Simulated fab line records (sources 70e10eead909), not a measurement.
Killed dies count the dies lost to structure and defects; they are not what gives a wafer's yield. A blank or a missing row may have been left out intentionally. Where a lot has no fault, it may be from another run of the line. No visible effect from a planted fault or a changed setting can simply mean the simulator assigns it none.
fab line records -- flow nand-harc
[record] lots = 13, wafers = 39, last-day = 26
route steps=1159 shown A_CONTACT@923 THIN_TSV@1127 END@1159
lots that met no fault: taken from a fault-free run of the same line
start-h: the number of hours between the record's first day and the start of the first shown wafer of the lot -- wait-h: hours from the lot's prior step to this one -- " unchanged from the row above -- L1.1+2: a row that stands for several wafers -- - value missing, or start not given -- * or withheld: withheld -- < > ~ a bound
route shown NAME@n: names a module that has steps shown in the file, with the first one's number in the route -- usual: mean and standard deviation over wafers with no fault -- same: alike in all rows -- chamber/n: place in a boat -- sites: per-site readings -- _std_site: how widely they spread, as a standard deviation -- _edge_site: the outer-site mean with the inner-site mean subtracted -- radius-mm: how far each site lies from the wafer's centre -- mask NAME#n: copy n -- behind: the last tool/chamber to shape the wafer -- hold: cause of the lot's hold/its duration in hours/its outcome -- device: whichever transistor did not switch (one of n, p or np) -- end of line: tests of these same wafers at the route's end -- step lacking rows: just its recipe -- killed: the dies lost at the first sort to structure and to defects; this is not the yield of the wafer -- map: dies across one wafer; x = killed, . = not, _ = none there
set.NAME: the setting that was run; set.NAME@STEP: the one run at that earlier step -- model.NAME: the simulator's own value behind a step, which no gauge read
steps of the route over a sample of lots; a table a step, a row a wafer
services: the hour from which a tool's chamber was out of use, counted from the record's first day as start-h (under 0 if before that day), plus the number of hours and why
[[steps]]
[step NHARC_A_CONTACT_DEP_84]
[recipe] target-thk-a = 20000, temp-c = 400, material = aC
[usual] throttle-valve-pct = 35.000/0.0092
lot.wafer,tool,chamber,start-h,wait-h,throttle-valve-pct
L589.1,acl-dep-03,0,384.49,-,35.004
L589.3,acl-dep-03,0,384.49,-,34.996
L589.6,acl-dep-03,0,384.49,-,35.008
L587.1,acl-dep-03,0,385.73,-,34.996
L587.3,acl-dep-03,0,385.73,-,35.004
L587.6,acl-dep-03,0,385.73,-,35.004
L588.3,acl-dep-03,0,392.17,-,35.014
L588.4,acl-dep-03,0,392.17,-,35.000
L588.5,acl-dep-03,0,392.17,-,35.003
L594.4,acl-dep-03,0,443.16,-,34.999
L594.5,acl-dep-03,0,443.16,-,35.000
L594.6,acl-dep-03,0,443.16,-,34.999
L600.1,acl-dep-01,0,454.50,-,34.997
L600.3,acl-dep-01,0,454.50,-,35.001
L600.5,acl-dep-01,0,454.50,-,35.014
L598.3,acl-dep-03,0,455.34,-,35.019
L598.4,acl-dep-03,0,455.34,-,35.002
L598.6,acl-dep-03,0,455.34,-,34.983
L601.1,acl-dep-01,0,465.61,-,34.991
L601.2,acl-dep-01,0,465.61,-,34.998
L601.6,acl-dep-01,0,465.61,-,34.992
L603.1,acl-dep-02,0,487.11,-,34.989
L603.3,acl-dep-02,0,487.11,-,34.999
L603.6,acl-dep-02,0,487.11,-,34.997
L607.1,acl-dep-02,0,498.94,-,35.004
L607.4,acl-dep-02,0,498.94,-,35.000
L607.6,acl-dep-02,0,498.94,-,35.000
L605.2,acl-dep-01,0,511.17,-,34.990
L605.3,acl-dep-01,0,511.17,-,34.992
L605.5,acl-dep-01,0,511.17,-,35.014
L606.4,acl-dep-02,0,517.35,-,35.026
L606.5,acl-dep-02,0,517.35,-,35.016
L606.6,acl-dep-02,0,517.35,-,34.993
L609.3,acl-dep-02,0,526.28,-,35.000
L609.5,acl-dep-02,0,526.28,-,35.017
L609.6,acl-dep-02,0,526.28,-,35.002
L610.1,acl-dep-01,0,531.17,-,35.000
L610.2,acl-dep-01,0,531.17,-,34.992
L610.6,acl-dep-01,0,531.17,-,34.997
[step NHARC_THIN_TSV_DEGAS_49]
[recipe] temp-c = 300, time-s = 120
[usual] heater-power-w = 452/38
lot.wafer,tool,chamber,start-h,wait-h,heater-power-w
L589.3,pvd-sputter-01,-,430.35,0.1,452
L589.1,pvd-sputter-01,-,430.35,0.1,380
L589.6,pvd-sputter-01,-,430.35,0.1,462
L587.1,pvd-sputter-01,-,431.57,0.1,470
L587.3,pvd-sputter-01,-,431.57,0.1,502
L587.6,pvd-sputter-01,-,431.57,0.1,503
L588.4,pvd-sputter-01,-,435.86,0.1,501
L588.3,pvd-sputter-01,-,435.86,0.1,381
L588.5,pvd-sputter-01,-,435.86,0.1,492
L594.4,pvd-sputter-03,-,542.22,0.1,473
L594.6,pvd-sputter-03,-,542.22,0.1,452
L594.5,pvd-sputter-03,-,542.22,0.1,549
L598.4,pvd-sputter-02,-,544.85,0.1,465
L598.3,pvd-sputter-02,-,544.85,0.1,457
L598.6,pvd-sputter-02,-,544.85,0.1,440
L600.3,pvd-sputter-02,-,547.09,0.1,467
L600.1,pvd-sputter-02,-,547.09,0.1,473
L600.5,pvd-sputter-02,-,547.09,0.1,404
L601.1,pvd-sputter-02,-,549.44,0.2,474
L601.2,pvd-sputter-02,-,549.44,0.2,409
L601.6,pvd-sputter-02,-,549.44,0.2,412
L603.3,pvd-sputter-02,-,551.81,0.1,403
L603.1,pvd-sputter-02,-,551.81,0.1,446
L603.6,pvd-sputter-02,-,551.81,0.1,409
L607.1,pvd-sputter-03,-,552.71,0.1,450
L607.4,pvd-sputter-03,-,552.71,0.1,457
L607.6,pvd-sputter-03,-,552.71,0.1,456
L605.3,pvd-sputter-01,-,562.50,0.1,414
L605.2,pvd-sputter-01,-,562.50,0.1,424
L605.5,pvd-sputter-01,-,562.50,0.1,410
L606.4,pvd-sputter-02,-,569.95,0.1,460
L606.6,pvd-sputter-02,-,569.95,0.1,452
L606.5,pvd-sputter-02,-,569.95,0.1,444
L609.3,pvd-sputter-01,-,571.63,0.1,406
L609.6,pvd-sputter-01,-,571.63,0.1,424
L609.5,pvd-sputter-01,-,571.63,0.1,468
L610.1,pvd-sputter-01,-,573.76,0.2,513
L610.2,pvd-sputter-01,-,573.76,0.2,403
L610.6,pvd-sputter-01,-,573.76,0.2,506
[step NHARC_THIN_TSV_DESCUM_35]
[recipe] time-s = 3, o2-flow-sccm = 200, ar-flow-sccm = 0, bias-power-w = 0, chemistry = O2
[usual] drypump-motor-current-A = 5.7/0.34, oes-product-au = 0.997/0.011, rf-vpp-V = 57.5/0.94, showerhead-plenum-p-Torr = 1.88/0.083, throttle-valve-pct = 11.312/0.0086
[same] bias-power-w = 0
lot.wafer,tool,chamber,start-h,wait-h,drypump-motor-current-A,oes-product-au,rf-hours-counter-h,rf-vpp-V,showerhead-plenum-p-Torr,throttle-valve-pct
L589.1,rie-diel-01,0,433.68,-,4.9,1.016,14.1,58.9,1.91,11.305
L589.3,rie-diel-01,2,433.68,-,5.7,0.988,13.9,59.6,2.04,11.317
L589.6,rie-diel-01,0,433.68,-,4.9,1.004,-,57.7,1.91,11.317
L587.3,rie-diel-10,2,434.91,-,6.0,0.979,4.6,58.0,1.83,11.318
L587.1,rie-diel-10,1,434.91,-,5.7,1.000,3.8,58.0,1.87,11.331
L587.6,rie-diel-10,3,434.91,-,5.5,1.004,-,57.2,2.05,11.321
L588.4,rie-diel-08,3,439.18,-,5.4,1.005,9.1,56.6,1.78,11.309
L588.3,rie-diel-08,1,439.18,-,5.8,0.997,9.2,59.4,2.04,11.306
L588.5,rie-diel-08,3,439.18,-,5.4,0.999,-,59.6,1.78,11.310
L594.4,rie-diel-08,2,545.49,-,6.0,1.001,3.7,59.7,1.89,11.304
L594.6,rie-diel-08,1,545.49,-,5.8,0.993,-,58.3,2.04,11.312
L594.5,rie-diel-08,2,545.49,-,6.1,0.992,-,57.4,1.89,11.312
L598.3,rie-diel-01,1,548.14,-,5.2,1.003,6.0,57.0,1.82,11.303
L598.4,rie-diel-01,3,548.14,-,5.8,1.020,5.5,56.3,1.84,11.319
L598.6,rie-diel-01,1,548.14,-,5.2,0.989,-,58.3,1.82,11.303
L600.3,rie-diel-10,0,550.40,-,6.1,0.988,2.2,55.7,1.80,11.306
L600.1,rie-diel-10,2,550.40,-,6.0,0.999,2.2,55.5,1.83,11.323
L600.5,rie-diel-10,1,550.40,-,5.6,1.003,-,58.4,1.87,11.315
L601.2,rie-diel-10,2,553.26,-,6.0,0.994,2.4,57.4,1.83,11.322
L601.1,rie-diel-10,1,553.26,-,5.7,0.994,2.4,56.4,1.87,11.330
L601.6,rie-diel-10,2,553.26,-,6.0,0.991,-,56.9,1.83,11.311
L603.1,rie-diel-10,0,555.05,-,6.0,0.984,2.4,57.7,1.80,11.315
L603.3,rie-diel-10,2,555.05,-,6.0,1.001,2.4,57.0,1.83,11.307
L603.6,rie-diel-10,0,555.05,-,6.0,0.992,-,58.2,1.80,11.307
L607.1,rie-diel-10,2,556.08,-,6.0,0.996,2.4,56.4,1.83,11.310
L607.4,rie-diel-10,2,556.08,-,6.0,0.992,-,57.4,1.83,11.309
L607.6,rie-diel-10,0,556.08,-,6.0,0.991,-,55.4,1.80,11.299
L605.2,rie-diel-10,0,565.82,-,6.0,0.990,3.7,58.5,1.80,11.321
L605.3,rie-diel-10,3,565.82,-,5.5,1.007,1.0,58.4,2.05,11.295
L605.5,rie-diel-10,0,565.82,-,6.0,0.995,-,57.0,1.80,11.321
L606.4,rie-diel-08,2,573.37,-,6.1,1.000,7.8,56.8,1.89,11.298
L606.6,rie-diel-08,1,573.37,-,5.8,1.005,-,59.2,2.04,11.311
L606.5,rie-diel-08,2,573.37,-,6.0,0.995,-,56.0,1.89,11.311
L609.3,rie-diel-08,1,574.96,-,5.8,1.010,8.1,57.8,2.04,11.308
L609.5,rie-diel-08,2,574.96,-,6.0,1.001,-,56.8,1.89,11.309
L609.6,rie-diel-08,3,574.96,-,5.4,1.003,-,56.5,1.78,11.331
L610.2,rie-diel-08,3,576.98,-,5.4,1.010,8.8,57.4,1.78,11.314
L610.1,rie-diel-08,0,576.98,-,5.8,0.998,9.1,58.1,1.84,11.297
L610.6,rie-diel-08,3,576.98,-,5.4,0.996,-,58.6,1.78,11.302
[step NHARC_THIN_TSV_STRIP_56]
[recipe] power-w = 1500, temp-c = 250, chemistry = O2
[usual] drypump-motor-current-A = 5.9/0.39, heater-power-w = 312/34
lot.wafer,tool,chamber,start-h,wait-h,drypump-motor-current-A,heater-power-w,rf-hours-counter-h
L589.1,plasma-asher-02,1,434.34,0.3,6.2,252,23
L589.3,plasma-asher-02,0,434.34,0.3,6.2,320,-
L589.6,plasma-asher-02,0,434.34,0.3,6.2,319,-
L587.1,plasma-asher-01,0,435.41,0.1,5.3,316,52
L587.3,plasma-asher-01,0,435.41,0.1,5.2,320,-
L587.6,plasma-asher-01,0,435.41,0.1,5.3,320,-
L588.3,plasma-asher-01,0,439.74,0.2,5.3,326,-
L588.4,plasma-asher-01,1,439.74,0.2,6.0,347,-
L588.5,plasma-asher-01,1,439.74,0.2,5.9,349,-
L594.4,plasma-asher-02,1,546.71,0.8,6.2,261,-
L594.5,plasma-asher-02,1,546.71,0.8,6.2,265,-
L594.6,plasma-asher-02,0,546.71,0.8,6.2,297,-
L598.4,plasma-asher-02,0,548.99,0.5,6.2,309,-
L598.3,plasma-asher-02,1,548.99,0.5,6.2,267,-
L598.6,plasma-asher-02,1,548.99,0.5,6.2,272,-
L600.1,plasma-asher-02,1,550.91,0.1,6.2,270,4
L600.3,plasma-asher-02,0,550.91,0.1,6.2,303,-
L600.5,plasma-asher-02,0,550.91,0.1,6.2,308,-
L601.2,plasma-asher-02,1,553.77,0.1,6.2,265,5
L601.1,plasma-asher-02,0,553.77,0.1,6.2,295,5
L601.6,plasma-asher-02,1,553.77,0.1,6.2,258,-
L603.1,plasma-asher-02,1,555.62,0.1,6.2,268,6
L603.3,plasma-asher-02,0,555.62,0.1,6.2,310,-
L603.6,plasma-asher-02,0,555.62,0.1,6.2,305,-
L607.1,plasma-asher-01,1,556.63,0.1,5.9,356,36
L607.4,plasma-asher-01,1,556.63,0.1,5.9,359,-
L607.6,plasma-asher-01,0,556.63,0.1,5.2,331,-
L605.2,plasma-asher-01,0,566.36,0.1,5.3,341,39
L605.3,plasma-asher-01,1,566.36,0.1,5.9,361,-
L605.5,plasma-asher-01,1,566.36,0.1,5.9,356,-
L606.4,plasma-asher-02,0,573.98,0.2,6.2,306,-
L606.6,plasma-asher-02,1,573.98,0.2,6.2,264,-
L606.5,plasma-asher-02,0,573.98,0.2,6.2,309,-
L609.3,plasma-asher-02,0,575.52,0.2,6.2,307,-
L609.5,plasma-asher-02,0,575.52,0.2,6.2,314,-
L609.6,plasma-asher-02,1,575.52,0.2,6.2,269,-
L610.2,plasma-asher-02,1,577.48,0.1,6.2,271,15
L610.1,plasma-asher-02,0,577.48,0.1,6.2,309,15
L610.6,plasma-asher-02,0,577.48,0.1,6.3,307,-
[step NHARC_END_SORT_01]
[recipe] temp-c = 25
[usual] killed-at-array = 27/12, killed-at-other = 0.9/1.1, killed-at-periphery = 3.2/2.4, killed-dies = 31/12, killed-open = 3.3/1.7, killed-short = 2.0/1.6
[same] gross-dies = 677
lot.wafer,tool,chamber,start-h,wait-h,killed-at-array,killed-at-other,killed-at-periphery,killed-dies,killed-open,killed-short
L594.4,prober-01,0,566.06,3.4,91,1,3,95,1,1
L594.5,prober-01,0,566.85,3.7,95,1,7,103,4,0
L594.6,prober-01,0,567.64,4.0,127,0,1,128,7,0
L598.3,prober-02,0,580.63,3.1,91,0,1,92,1,4
L598.4,prober-02,0,581.44,3.4,87,1,5,93,5,2
L598.6,prober-02,0,583.05,4.0,124,3,4,131,5,2
// killed by level:class
L594.4 A_CONTACT:area-dep=67 A_SLIT:chamber-film-flake=13 A_CHANNEL_HOLE_D1:chamber-film-flake=4 P_M1:chamber-film-flake=2 A_CONTACT:chamber-film-flake=2 A_CONTACT:geometric-particle:open=1 A_CONTACT:geometric-particle:short=1 P_CONTACT:chamber-film-flake=1
L594.5 A_CONTACT:area-dep=65 A_SLIT:chamber-film-flake=15 A_CONTACT:chamber-film-flake=6 P_M1:chamber-film-flake=4 P_M1:geometric-particle:open=2 A_STAIRCASE:chamber-film-flake=2 A_WL_FILL:chamber-film-flake=2 A_BONDPAD:chamber-film-flake=2
L594.6 A_CONTACT:area-dep=90 A_SLIT:chamber-film-flake=14 A_CONTACT:geometric-particle:open=5 A_CHANNEL_HOLE_D1:chamber-film-flake=4 A_STAIRCASE:chamber-film-flake=4 A_CONTACT:chamber-film-flake=4 A_ZERO_WELL:chamber-film-flake=2 A_ONON_D1:geometric-particle:open=1
L598.3 A_CONTACT:area-dep=50 A_CHANNEL_HOLE_D1:chamber-film-flake=17 A_SLIT:chamber-film-flake=14 A_CONTACT:chamber-film-flake=2 A_ONON_D1:geometric-particle:short=1 A_SGD_CUT:geometric-particle:short=1 A_WL_FILL:geometric-particle:open=1 A_WL_FILL:geometric-particle:short=1
L598.4 A_CONTACT:area-dep=46 A_CHANNEL_HOLE_D1:chamber-film-flake=18 A_SLIT:chamber-film-flake=13 A_CONTACT:geometric-particle:open=2 A_CHANNEL_FILL_D1:chamber-film-flake=2 A_CONTACT:chamber-film-flake=2 P_GATE:geometric-particle:open=1 A_ONON_D1:geometric-particle:open=1
L598.6 A_CONTACT:area-dep=77 A_CHANNEL_HOLE_D1:chamber-film-flake=18 A_SLIT:chamber-film-flake=16 A_STAIRCASE:chamber-film-flake=5 A_CONTACT:chamber-film-flake=3 A_M1:geometric-particle:open=2 P_M2:chamber-film-flake=2 P_M0:geometric-particle:open=1
[[services]]
tool,chamber,start-h,hours,kind
plasma-asher-02,0,369.00,-,clean
rie-diel-01,3,369.76,5.5,repair
rie-diel-01,2,372.73,8.3,repair
pvd-sputter-02,-,392.00,10.0,pm
acl-dep-03,-,406.25,13.0,pm
plasma-asher-01,-,453.26,9.0,pm
pvd-sputter-03,-,458.02,10.0,pm
rie-diel-08,0,470.65,3.2,repair
acl-dep-01,-,475.99,13.0,pm
rie-diel-08,0,476.87,1.5,repair
pvd-sputter-03,-,477.80,0.8,repair
rie-diel-08,-,478.80,9.0,pm
rie-diel-01,-,491.80,9.0,pm
rie-diel-08,0,512.74,3.9,repair
pvd-sputter-01,-,514.02,10.0,pm
pvd-sputter-03,-,516.29,3.8,repair
rie-diel-10,0,526.66,3.2,repair
rie-diel-10,-,530.50,9.0,pm
acl-dep-02,-,531.78,13.0,pm
plasma-asher-02,-,537.00,9.0,pm
rie-diel-10,3,541.56,15.6,repair
pvd-sputter-01,-,545.71,0.9,repair
pvd-sputter-01,-,551.42,7.0,repair
rie-diel-08,1,575.50,7.6,repair
[[key]]
[first-sign] step = NHARC_END_SORT_01, reading = killed-dies, direction = up, sigmas = 6.5, usual = 31, struck = 107
[effect] step = NHARC_END_SORT_01, reading = killed-at-array, direction = up, sigmas = 6.5, usual = 27, struck = 102
[more-kills-born-at] NHARC_A_CONTACT_DEP_84@acl-dep-03 = 395
met-at NHARC_A_CONTACT_DEP_84
struck-lots L594,L598
tester-left-out L594,L598
not-acting-at NHARC_THIN_TSV_DEGAS_49,NHARC_THIN_TSV_DESCUM_35,NHARC_THIN_TSV_STRIP_56
onset-between 392.17 443.16
[fault] kind = process-parameter-drift, tool = acl-dep-03, chamber = -, onset-h = 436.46, steps = NHARC_A_CONTACT_DEP_84, channel = target-thk-a, offset = *, shape = step, end-h = 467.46, acts-in = *, stated = *
// tester-left-out: of these lots the tester's yield and bins aren't shown, on N5 and GAA mostly nor the transistor test; their killed dies are dies lost to structure and defects alone, not to doping, threshold or leakage, so they don't give the yield
